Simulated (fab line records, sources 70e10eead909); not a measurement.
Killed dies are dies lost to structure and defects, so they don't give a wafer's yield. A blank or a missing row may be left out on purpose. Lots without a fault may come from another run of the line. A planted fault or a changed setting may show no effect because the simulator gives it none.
fab line records | flow nand_harc | part 2 of 2: steps 27 to 35 of 35
record lots=5 wafers=15 last_day=33
route steps=1302 shown A_STAIRCASE@889 A_SGD_CUT@890 A_SLIT@922
lots that met no fault: from a run of the same line without faults
start_h: hours from the record's first day to the start of the lot's first wafer shown | wait_h: hours since the lot's step before | " the same as in the row above | L1.1+2: a row that stands for several wafers | - no value, or no start given | * or withheld: withheld | < > ~ a bound
route shown NAME@n: a module of which the file shows steps, and the number in the route of the first | usual: mean/standard deviation of fault-free wafers | same: alike in all rows | chamber/n: place in a boat | sites: the reading at each site | _std_site: their standard deviation | _edge_site: outer sites' mean less inner sites' | radius_mm: how far each site lies from the wafer's centre | mask NAME#n: copy n | behind: the tool/chamber that last shaped the wafer | hold: why the lot was held/for how many hours/how that ended | device: the transistor (n, p or np) that didn't switch | end of line: the same wafers' tests at the end of the route | a step without rows: its recipe alone | killed: dies lost to structure and defects at the first sort, not the wafer's yield | map: a wafer's dies, x killed, . not, _ none there
set.NAME: the setting as run; set.NAME@STEP: as run at that earlier step | model.NAME: the simulator's own value behind a step, which no gauge read
lots at some steps of the route; a table a step, a row a wafer
services: from which hour (start_h, from the record's first day; less than 0 if before it) a tool's chamber was out of use, for how many hours, and why
## steps
# step NHARC_A_SGD_CUT_CMP_21
# recipe target_thk_nm=148.19
# usual motor_current_A=11.8/1 time_to_endpoint_s=48.9/2.6
# columns lot.wafer tool chamber start_h wait_h motor_current_A time_to_endpoint_s
L077.1 cmp-04 1 467.70 0.4 13.0 49.8
L077.3 " 3 " " 12.8 47.4
L077.4 " 0 " " 11.1 54.4
L078.2 cmp-02 2 482.91 0.4 10.1 48.3
L078.3 " 1 " " 11.4 50.5
L078.5 " 3 " " 10.7 50.1
L087.4 cmp-03 3 585.69 0.4 11.1 49.6
L087.6 " 1 " " 10.8 47.4
L087.5 " 2 " " 13.5 42.8
L092.2 cmp-02 1 632.99 0.4 11.9 48.5
L092.3 " 0 " " 14.2 48.1
L092.5 " 2 " " 10.6 47.2
L097.1 cmp-02 2 666.08 0.4 10.4 48.3
L097.2 " 1 " " 11.2 47.2
L097.5 " 2 " " 11.1 48.8
# step NHARC_A_SGD_CUT_THK_MEAS_22
# recipe thk_meas_gauge=ellipsometry
# usual thk_nm=147.9/1.3
# columns lot.wafer tool chamber start_h wait_h thk_nm
L077.1 film_metro-02 - 467.96 0.2 150.1
L077.3 " - " " 147.9
L077.4 " - " " 148.1
L078.2 film_metro-01 - 483.16 0.2 146.7
L078.3 " - " " 149.2
L078.5 " - " " 149.7
L087.4 film_metro-02 - 585.90 0.2 147.1
L087.5 " - " " 147.5
L087.6 " - " " 147.9
L092.2 film_metro-02 - 633.25 0.2 145.4
L092.3 " - " " 145.7
L092.5 " - " " 146.4
L097.1 film_metro-01 - 666.33 0.2 147.9
L097.2 " - " " 149.3
L097.5 " - " " 149.0
# step NHARC_A_SGD_CUT_SRD_23
# columns lot.wafer tool chamber start_h wait_h
L077.3+4+1 wet_bench-07 7,1,3 468.00 0.0
L078.3+2+5 wet_bench-07 6,0,2 483.21 0.0
L087.6+5+4 wet_bench-05 0,2,3 585.94 0.0
L092.3+2+5 wet_bench-05 6,7,0 633.29 0.0
L097.5+1+2 wet_bench-09 1,2,3 666.37 0.0
# step NHARC_A_SGD_CUT_ETCH_26
# recipe target_depth_a=458 chemistry=dHF material=SiO2
# columns lot.wafer tool chamber start_h wait_h
L077.3+4+1 wet_bench-07 7,1,3 468.02 0.0
L078.3+2+5 wet_bench-07 6,0,2 483.24 0.0
L087.6+5+4 wet_bench-05 0,2,3 585.97 0.0
L092.3+2+5 wet_bench-05 6,7,0 633.31 0.0
L097.5+1+2 wet_bench-09 1,2,3 666.42 0.0
# step NHARC_A_SGD_CUT_ETCHBACK_24
# recipe target_depth_a=500 over_etch_frac=0.3 time_s=92.857 ion_energy_ev=120 ch3f_flow_sccm=50 o2_flow_sccm=30 ar_flow_sccm=200 rf_w=500 bias_w=100 chemistry=CH3F/O2
# usual chamber_pressure_mTorr=25.00/0.033 drypump_motor_current_A=5.9/0.33 oes_product_au=0.97/0.035 rf_vpp_V=244.2/1.4 showerhead_plenum_p_Torr=2.44/0.084 throttle_valve_pct=20.663/0.0094
# columns lot.wafer tool chamber start_h wait_h chamber_pressure_mTorr drypump_motor_current_A oes_product_au rf_hours_counter_h rf_vpp_V showerhead_plenum_p_Torr throttle_valve_pct
L077.3 rie_diel-01 0 468.18 0.2 25.03 5.8 0.92 5 244.3 2.47 20.649
L077.4 " 2 " " 25.00 6.3 0.93 5 245.6 2.57 20.666
L077.1 " 3 " " 25.03 6.3 0.94 6 244.1 2.44 20.661
L078.3 rie_diel-01 3 483.39 0.1 24.98 6.3 1.01 7 244.9 2.44 20.659
L078.2 " 2 " " 24.95 6.3 1.00 6 245.2 2.57 20.677
L078.5 " 3 " " 25.00 6.3 1.00 - 245.0 2.44 20.666
L087.4 rie_diel-02 3 586.17 0.2 25.00 5.8 1.01 1 245.6 2.51 20.666
L087.5 " 0 " " 24.96 5.5 1.01 - 246.0 2.47 20.647
L087.6 " 1 " " 24.99 5.7 1.00 - 241.5 2.33 20.658
L092.2 rie_diel-05 3 633.48 0.2 25.00 5.2 1.00 1 244.7 2.43 20.660
L092.3 " 0 " " 25.01 5.7 1.01 1 244.9 2.59 20.645
L092.5 " 2 " " 25.01 6.2 1.00 - 244.5 2.37 20.654
L097.1 rie_diel-01 3 666.65 0.2 24.98 6.3 0.92 6 244.1 2.44 20.668
L097.2 " 0 " " 24.98 5.7 0.92 7 242.7 2.47 20.679
L097.5 " 2 " " 25.00 6.2 0.91 - 248.3 2.56 20.666
# step NHARC_A_SGD_CUT_STRIP_28
# recipe time_s=20 o2_flow_sccm=500 ar_flow_sccm=0 bias_w=0 chemistry=O2
# usual chamber_pressure_mTorr=60.00/0.058 drypump_motor_current_A=5.9/0.31 oes_product_au=1.000/0.0074 rf_vpp_V=57.7/0.88 showerhead_plenum_p_Torr=3.50/0.12 throttle_valve_pct=17.036/0.009
# columns lot.wafer tool chamber start_h wait_h chamber_pressure_mTorr drypump_motor_current_A oes_product_au rf_hours_counter_h rf_vpp_V showerhead_plenum_p_Torr throttle_valve_pct
L077.1 rie_diel-01 2 - - 60.00 6.3 0.996 5 58.2 3.68 17.023
L077.3 " 3 " " 59.86 6.3 1.005 6 57.2 3.51 17.031
L077.4 " 0 " " 59.94 5.8 1.014 5 59.7 3.55 17.028
L078.2 rie_diel-01 2 - - 60.00 6.3 1.001 6 58.1 3.68 17.048
L078.3 " 3 " " 60.03 6.3 1.000 7 56.6 3.51 17.045
L078.5 " 2 " " 60.02 6.3 0.999 - 58.7 3.68 17.036
L087.4 rie_diel-02 3 - - 59.95 5.8 0.994 1 58.5 3.60 17.037
L087.6 " 1 " " 59.90 5.7 0.998 - 58.4 3.35 17.055
L087.5 " 2 " " 60.01 6.0 0.990 - 58.0 3.54 17.034
L092.3 rie_diel-05 2 - - 60.09 6.1 1.009 1 58.0 3.41 17.032
L092.2 " 3 " " 59.97 5.2 1.012 1 57.8 3.49 17.032
L092.5 " 2 " " 60.01 6.1 1.016 - 56.8 3.41 17.046
L097.2 rie_diel-01 2 - - 60.00 6.3 1.003 7 59.5 3.67 17.027
L097.1 " 3 " " 59.97 6.3 1.004 6 59.1 3.50 17.053
L097.5 " 1 " " 60.03 5.8 1.008 - 56.6 3.38 17.053
# step NHARC_A_SGD_CUT_INSPECT_25
# usual raw_defect_count=376/76
# columns lot.wafer tool chamber start_h wait_h raw_defect_count
L077.1 defect_inspect-02 - 468.42 - 400
L077.3 " - " " 389
L077.4 " - " " 384
L078.2 defect_inspect-02 - 483.63 - 345
L078.3 " - " " 335
L078.5 " - " " 427
L087.4 defect_inspect-02 - 586.37 - 334
L087.5 " - " " 448
L087.6 " - " " 475
L092.2 defect_inspect-02 - 633.71 - 386
L092.3 " - " " 427
L092.5 " - " " 316
L097.1 defect_inspect-02 - 666.86 - 381
L097.2 " - " " 470
L097.5 " - " " 503
# step NHARC_A_SLIT_DEP_25
# recipe target_thk_a=2000 temp_c=400 pressure_torr=6.5 rf_w=900 teos_flow_sccm=161.4 flow_sccm=2650 target_thk_nm=200 gas=O2 material=SiO2
# usual flow_sccm=2651/8.6 heater_power_w=592/130 throttle_valve_pct=16.0/0.6
# columns lot.wafer tool chamber start_h wait_h flow_sccm heater_power_w throttle_valve_pct
L077.1 pecvd-01 0 468.53 0.1 2633 465 14.6
L077.3 " 1 " " 2648 496 16.4
L077.4 " 0 " " 2651 472 14.6
L078.2 pecvd-03 2 483.70 0.1 2668 818 16.2
L078.3 " 1 " " 2642 546 15.5
L078.5 " 1 " " 2644 559 15.4
L087.4 pecvd-01 2 586.76 0.4 2646 616 15.7
L087.6 " 0 " " 2653 475 15.2
L087.5 " 1 " " 2635 532 15.9
L092.3 pecvd-01 2 633.78 0.1 2642 648 15.8
L092.2 " 0 " " 2645 496 14.8
L092.5 " 2 " " 2650 648 15.8
L097.2 pecvd-01 0 666.93 0.1 2642 477 15.2
L097.1 " 1 " " 2662 490 15.9
L097.5 " 0 " " 2652 484 14.9
# step NHARC_A_SLIT_DEP_00
# recipe target_thk_a=62000 temp_c=400 material=aC
# usual throttle_valve_pct=35.000/0.0089
# columns lot.wafer tool chamber start_h wait_h throttle_valve_pct
L077.1 acl_dep-03 0 468.83 - 35.000
L077.3 " 0 470.10 - 35.000
L077.4 " 0 " " 35.000
L078.2 acl_dep-01 0 487.00 - 35.011
L078.3 " 0 " " 35.022
L078.5 " 0 488.88 - 35.003
L087.4 acl_dep-01 0 591.52 - 35.006
L087.5 " 0 " " 35.005
L087.6 " 0 " " 34.997
L092.2 acl_dep-03 0 634.75 - 35.003
L092.3 " 0 " " 35.013
L092.5 " 0 636.65 - 35.003
L097.1 acl_dep-01 0 673.26 6.2 35.021
L097.2 " 0 " " 35.009
L097.5 " 0 675.76 8.5 34.990
## services
# columns tool chamber start_h hours kind
wet_bench-05 - 436.80 8.0 pm
pecvd-01 2 445.26 8.7 repair
fcvd-01 - 446.18 7.5 repair
pecvd-01 - 492.43 13.0 pm
wet_bench-07 - 512.00 8.0 pm
pecvd-01 0 515.57 7.1 repair
rie_diel-01 2 520.61 2.8 repair
fcvd-01 - 525.52 1.7 repair
litho_track-06 - 529.00 7.0 pm
rie_diel-05 2 537.24 7.2 repair
fcvd-01 - 547.15 13.0 pm
rie_diel-01 2 548.55 2.6 repair
litho_track-04 - 553.00 7.0 pm
rie_diel-01 - 557.82 9.0 pm
rie_diel-01 0 568.45 6.7 repair
rie_diel-02 - 570.70 9.0 pm
rie_diel-05 - 583.60 9.0 pm
wet_bench-05 - 612.80 8.0 pm
rie_diel-01 0 618.00 2.5 repair
fcvd-01 - 634.74 1.3 repair
fcvd-01 0 655.47 3.3 repair
pecvd-01 2 658.08 21.1 repair
pecvd-01 - 673.57 13.0 pm
fcvd-01 0 673.81 10.3 repair
